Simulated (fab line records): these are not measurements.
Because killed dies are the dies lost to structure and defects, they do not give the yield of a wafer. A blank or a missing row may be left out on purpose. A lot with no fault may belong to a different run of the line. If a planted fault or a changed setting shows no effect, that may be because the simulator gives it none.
A single fault, viewed from 2 desks + flow n5-finfet + only its own numbers are on each desk; what lay behind them is given at the end

== DESK OF THE TOOL OWNER: euv-scanner-02 ==
The tool's own readings at N5_MOL_CONTACT_COAG_EXPOSE_81 (exposes mask VG, defocus 0 nm): means of the sampled wafers that have a number, for each lot that ran on this tool. If a lot's mean is further than 4 standard deviations from the usual mean, the lot is out of limits and carries the mark OUT (the distance appears in the brackets).
Columns: A = focus-offset-nm at N5_MOL_CONTACT_COAG_EXPOSE_81, usual 0.0 nm
| lot  | first seen here | A    |
|------|-----------------|------|
| L328 | day 5 08:43     | -0.5 |
| L329 | day 5 15:53     | 0.7  |
| L338 | day 8 04:49     | 0.5  |
This desk's verdict: no lot among the 3 shows anything out of limits.

== THE METROLOGY DESK ==
Lot by lot, what the gauges showed, no matter which tool ran the lot: averages of those sampled wafers that carry a number. If a lot's mean is further than 4 standard deviations from the usual mean, the lot is out of limits and carries the mark OUT (the distance appears in the brackets). It has 13 readings, of which 7 appear: the earliest out of limits, and the ones furthest out on some lot.
Columns: A = cd-nm at N5_MOL_CONTACT_COAG_CD_MEAS_84, usual 25.14 nm; B = cd-nm at N5_MOL_CONTACT_COAG_CD_MEAS_137, usual 15.96 nm; C = DIBL_N at N5_BEOL_M4_RC_MEAS_101, usual 36.1 mV/V; D = DIBL_P at N5_BEOL_M4_RC_MEAS_101, usual 36.1 mV/V; E = ION_N at N5_BEOL_M4_RC_MEAS_101, usual 675 uA/um; F = ION_P at N5_BEOL_M4_RC_MEAS_101, usual 462 uA/um; G = SS_P at N5_BEOL_M4_RC_MEAS_101, usual 73.3 mV/dec
| lot  | first seen here | A               | B               | C    | D    | E   | F   | G    |
|------|-----------------|-----------------|-----------------|------|------|-----|-----|------|
| L328 | day 5 08:50     | 24.97           | 16.01           | 33.8 | 33.7 | 665 | 456 | 72.9 |
| L329 | day 5 16:02     | 25.13           | 15.94           | 36.8 | 37.5 | 672 | 451 | 73.6 |
| L331 | day 6 04:17     | 25.02           | 15.61           | 35.3 | 36.0 | 679 | 463 | 73.4 |
| L332 | day 6 07:52     | 25.53           | 15.84           | 35.3 | 34.9 | 664 | 460 | 73.0 |
| L339 | day 8 01:23     | 25.13           | 15.84           | 36.6 | 35.3 | 675 | 465 | 73.0 |
| L338 | day 8 04:56     | 19.96 (-22) OUT | 10.66 (-19) OUT | 36.2 | 37.0 | 684 | 470 | 73.4 |
| L342 | day 8 21:37     | 25.62           | 16.06           | 36.6 | 36.4 | 673 | 462 | 73.0 |
| L343 | day 9 02:35     | 25.33           | 16.17           | 36.6 | 38.8 | 669 | 455 | 73.8 |
| L347 | day 10 01:30    | 25.23           | 16.04           | 37.8 | 37.5 | 688 | 465 | 74.2 |
This desk's finding: out of limits on L338; first on L338, day 8 04:56 (cd-nm at N5_MOL_CONTACT_COAG_CD_MEAS_84). In limits: L328, L329, L331, L332, L339, L342, L343, L347.

== TAKEN TOGETHER ==
On L338, the metrology desk was in a position to raise an alarm at day 8 04:56.
The desk of the tool owner found nothing out of limits.
The tool owner's desk has L338 on record, within its limits.
All the named lots went through N5_MOL_CONTACT_COAG_EXPOSE_81 on euv-scanner-02.

== WHAT THE SIMULATOR HAD INSERTED ==
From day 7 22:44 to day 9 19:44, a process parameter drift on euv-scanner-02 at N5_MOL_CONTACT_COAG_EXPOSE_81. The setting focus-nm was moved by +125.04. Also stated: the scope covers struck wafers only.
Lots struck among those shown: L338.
Delay in hours, fault start to first out-of-limits reading, per desk: metrology desk 6.
